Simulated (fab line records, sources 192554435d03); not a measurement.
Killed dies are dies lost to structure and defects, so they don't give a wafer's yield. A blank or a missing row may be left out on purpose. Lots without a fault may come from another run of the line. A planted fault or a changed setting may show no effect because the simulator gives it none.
Problem report in the 8D (eight disciplines) form, filled by code | flow n5_finfet | the parts of the form that need people (team, actions taken, sign-off) are left out

1. THE PROBLEM
cd_nm at N5_BEOL_M3_CD_MEAS_28 reads a mean of 15.75 nm on 4 wafers of 3 lots; wafers without a fault read 25.67 nm with a standard deviation of 0.25. That is -40 standard deviations from the usual mean.
The step: target cd 25.7 nm, target cd y 23.3 nm.
First seen on wafer L442.4, day 9 20:58, on cd_sem-03. The record holds 29 wafers of 10 lots with a number at this step. Rule for "out", or "out of limits": more than 4 standard deviations from the usual mean. The other wafers with a number count as sound.

2. WHAT IT IS AND WHAT IT IS NOT
question                    | is                             | is not
which readings at this step | cd_nm                          | -
which lots                  | L442, L443, L444               | L431, L432, L434, L436, L452, L453, L454
which wafers of those lots  | L442.4, L443.4, L443.5, L444.5 | L442.1, L442.6, L443.1, L444.1
read on which gauges        | cd_sem-02, cd_sem-03           | cd_sem-01
when                        | from day 9 20:58               | up to then (14 sound wafers); but 11 sound wafers of L443, L444, L452, L453, L454 came after

3. SUSPECTS, AND WHAT RULES EACH OUT
Counting: a tool at a process step up to the reading stays a suspect if it ran every lot that is out. Sound lots after the first of them don't rule it out here, since some wafers of a struck lot are sound.
- the gauge at N5_BEOL_M3_CD_MEAS_28: ruled out. The wafers that are out were read on 2 gauges (cd_sem-02, cd_sem-03).
- euv_scanner-02 at N5_BEOL_M3_EXPOSE_25 (exposes mask V2, defocus 5 nm): kept. It ran every lot that is out, first L442 (day 9 20:50); its last sound lot up to then is L436 (day 8 16:11).
Left after counting: euv_scanner-02 at N5_BEOL_M3_EXPOSE_25.

4. THE CAUSE (what the simulator had put in)
Process parameter drift: euv_scanner-02, from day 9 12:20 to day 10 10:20, at N5_BEOL_M3_EXPOSE_25. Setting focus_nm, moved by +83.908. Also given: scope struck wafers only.
Counting left only this tool.

5. THE CHAIN OF EFFECTS, in route order
Each row: a reading whose mean over the struck wafers that have a number lies more than 3 standard deviations from the usual. Only readings for which the record gives a usual standard deviation are gone through. hours: the time from each lot's start at the first step in this table that gives one to its start at this step, as a median over the lots. sigmas: the change in usual standard deviations.
hours | step                    | reading              | usual    | on struck wafers | change | sigmas
0     | N5_BEOL_M3_CD_MEAS_28   | cd_nm                | 25.67 nm | 15.75            | -9.93  | -40
127   | N5_PASSIVATION_PROBE_49 | defect_limited_yield | 91.4 %   | 0.0              | -91.4  | -57
127   | N5_PASSIVATION_PROBE_49 | killed_at_M0_to_M3   | 34       | 1099             | +1065  | +99 or more
127   | N5_PASSIVATION_PROBE_49 | killed_dies          | 101      | 1180             | +1079  | +57
127   | N5_PASSIVATION_PROBE_49 | killed_on_rim        | 13       | 152              | +139   | +34
127   | N5_PASSIVATION_PROBE_49 | sort_bin_5_function  | 5.0 %    | 95.9             | +90.9  | +91
127   | N5_PASSIVATION_PROBE_49 | sort_n_pass          | 1079     | 0                | -1079  | -57
127   | N5_PASSIVATION_PROBE_49 | sort_yield_pct       | 91.4 %   | 0.0              | -91.4  | -57
The process steps in it:
- N5_PASSIVATION_PROBE_49

6. WHAT WOULD HAVE CAUGHT IT SOONER
In this record the first reading out of limits at a measuring or inspecting step was taken at day 9 20:58, 9 hours after the fault began at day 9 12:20.
Of the lots that are out (3), L443, L444 began N5_BEOL_M3_EXPOSE_25 on euv_scanner-02 after day 9 20:58. A hold on the tool at that time would have spared those 2.
